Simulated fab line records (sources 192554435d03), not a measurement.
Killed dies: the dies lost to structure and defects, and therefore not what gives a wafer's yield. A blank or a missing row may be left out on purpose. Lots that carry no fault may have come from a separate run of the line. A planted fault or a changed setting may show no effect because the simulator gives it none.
Comparing a struck lot with a sound one	flow n5-finfet	14 out of 1938 route steps
Sound: the wafers L268.2, L268.4, L268.5. Wafers struck: L270.1, L270.3, L270.4. At the end, the cause is stated.
Order at every step that has rows: each side's tool, ch and its chambers, its first start. Under that, the readings that differ: sound wafers	struck wafers	difference of the means	sigmas: that difference in standard deviations of wafers without a fault.
alike: words and numbers the same on both sides, and readings whose means are apart by under 2 such deviations; not compared: readings that were withheld, readings missing a value for some wafer, numbers with overlapping values and no deviation given by the record, and bounds like >300 which may hide the same value.
A row with sigmas, a row that says differs or no value, or rows on one side alone: a step with any of these is where the two part. Numbers that don't overlap but have no deviation are shown without sigmas and don't part them. A reading that every wafer of one side lacks parts them only if that side has two wafers or more.

first, 2 steps without rows for these wafers: N5_FIN_SAQP_PRECLEAN_45 (cleans in dHF, time 10 s); N5_FIN_SAQP_SRD_39 (time 30 s).
N5_FIN_SAQP_OCD_MEAS_76:
  sound on ocd-02, day 5 11:28; struck on ocd-01, day 5 20:41
  alike: trench-depth-nm
N5_FIN_SAQP_INSPECT_40: inspects for defects (brightfield).
  sound on defect-inspect-01, day 5 11:30; struck on defect-inspect-01, day 5 20:43
  alike: raw-defect-count
then, 8 steps without rows for these wafers: N5_FIN_CUT_COAT_18 (time 60 s, resist thk 230 nm); N5_FIN_CUT_COAT_19 (time 60 s, resist thk 20 nm); N5_FIN_CUT_COAT_29 (time 60 s, resist thk 10 nm); N5_FIN_CUT_COAT_02 (resist thk 30 nm); N5_FIN_CUT_EBR_04; N5_FIN_CUT_SOFTBAKE_03 (time 60 s); N5_FIN_CUT_EXPOSE_05 (exposes mask FIN CUT); N5_FIN_CUT_PEB_06 (peb time 60 s).
N5_FIN_CUT_DEVELOP_07: develop time 30 s.
  struck on litho-track-02, day 5 20:57; sound on litho-track-05 ch 0, day 5 11:44
  no value came back on the struck wafers for chill-plate-temp-C (C), develop-time-s (s); on the sound wafers chill-plate-temp-C (C) reads 23.05 23.16 23.14
reading	sound	struck	difference	sigmas
model.CAR-EUV_of_FIN_CUT_COAT_02.thk-nm (nm)	29.4 29.4 29.4	29.8 30 30	+0.5	
N5_FIN_CUT_CD_MEAS_08 targets a cd of 29.1 nm.
  sound on cd-sem-03 ch 0, day 5 11:48; struck on cd-sem-02 ch 0, day 5 21:01
reading	sound	struck	difference	sigmas
cd-nm (nm)	28.90 29.07 29.19	- - -	no value on the struck wafers	

## WHERE THEY PART
Last at N5_FIN_CUT_CD_MEAS_08 as far as this record goes, first at N5_FIN_CUT_DEVELOP_07.

WHY: what the simulator had put in
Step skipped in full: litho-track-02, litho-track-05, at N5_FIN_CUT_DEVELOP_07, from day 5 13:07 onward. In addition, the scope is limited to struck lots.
